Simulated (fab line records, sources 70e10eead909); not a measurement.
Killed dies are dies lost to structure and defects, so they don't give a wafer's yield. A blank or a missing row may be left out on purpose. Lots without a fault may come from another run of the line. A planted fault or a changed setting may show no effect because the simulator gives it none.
Which tool did it? | flow nand_harc | 6 lots, 18 wafers sampled, at 3 steps of a route of 1302

WHAT THE GAUGES READ, wafer by wafer
NHARC_A_M1_OVL_MEAS_10: pitch 240 nm.
lot  | measured     | on         | overlay_x_nm (nm)
L441 | day 23 07:56 | overlay-01 | -0.3 -0.3 -0.5
L445 | day 25 10:37 | overlay-02 | 0.5 0.5 0.6
L447 | day 26 12:34 | overlay-02 | -0.4 -0.5 -0.2
L452 | day 28 12:25 | overlay-01 | 28.8 27.8 27.8
L458 | day 30 13:48 | overlay-01 | -1.9 -2.5 -2.1
L459 | day 31 10:43 | overlay-01 | 0.6 -0.1 0.1

WHICH TOOL RAN EACH LOT (tool, then ch and the chambers of the sampled wafers, then the start)
lot  | NHARC_A_M0_PVD_20                       | NHARC_A_M1_EXPOSE_06
L441 | pvd_sputter-01, day 23 07:43 or earlier | arfi_scanner-02 ch 0, day 23 07:43
L445 | pvd_sputter-03, day 25 10:23 or earlier | arfi_scanner-01 ch 0, day 25 10:23
L447 | pvd_sputter-01, day 26 12:20 or earlier | arfi_scanner-02 ch 0, day 26 12:20
L452 | pvd_sputter-01, day 28 12:11 or earlier | arfi_scanner-03 ch 0, day 28 12:11
L458 | pvd_sputter-01, day 30 13:34 or earlier | arfi_scanner-02 ch 0, day 30 13:34
L459 | pvd_sputter-03, day 31 10:29 or earlier | arfi_scanner-02 ch 0, day 31 10:29
- NHARC_A_M0_PVD_20: deposits TaN, target thk 5 nm, time 8.06 s.
- NHARC_A_M1_EXPOSE_06: exposes mask A M1, target cd 120 nm.

THE ANSWER, worked out from the rows above alone
Rule: what is usual is taken from the lots themselves. Put in order of their means at a reading, lots are off if they are a third of the lots or fewer, leave a main group of 4 or more, and stand apart from it by a gap of 3 or more times the standard deviation of the main group's means; of several such gaps the widest counts. A main group whose means are all the same, to the digits that the tables above print for the reading, isn't used. A lot without any number at a reading at which 4 lots or more have one is off too. The other lots that the step has rows for count as sound.
Off: L452, at NHARC_A_M1_OVL_MEAS_10 (overlay_x_nm). The main group: mean -0.4 nm, standard deviation 0.93.
A tool fits if, at a process step before that reading, it ran every lot that is off, and no sound lot after the first of them. The gauges at NHARC_A_M1_OVL_MEAS_10 are tried like those tools. NHARC_A_M0_PVD_20 gives no start for some lots, so the hours and the order of its lots are those of NHARC_A_M1_EXPOSE_06. One fits: arfi_scanner-03 at NHARC_A_M1_EXPOSE_06. It ran no sound lot before its first lot that is off in this sample, so the start can't be narrowed down.

WHAT THE SIMULATOR HAD PUT IN
Scanner matching overlay: arfi_scanner-03, from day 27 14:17 on, at NHARC_A_M1_EXPOSE_06. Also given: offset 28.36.
Lots struck among those shown: L452. The rule above found the same.
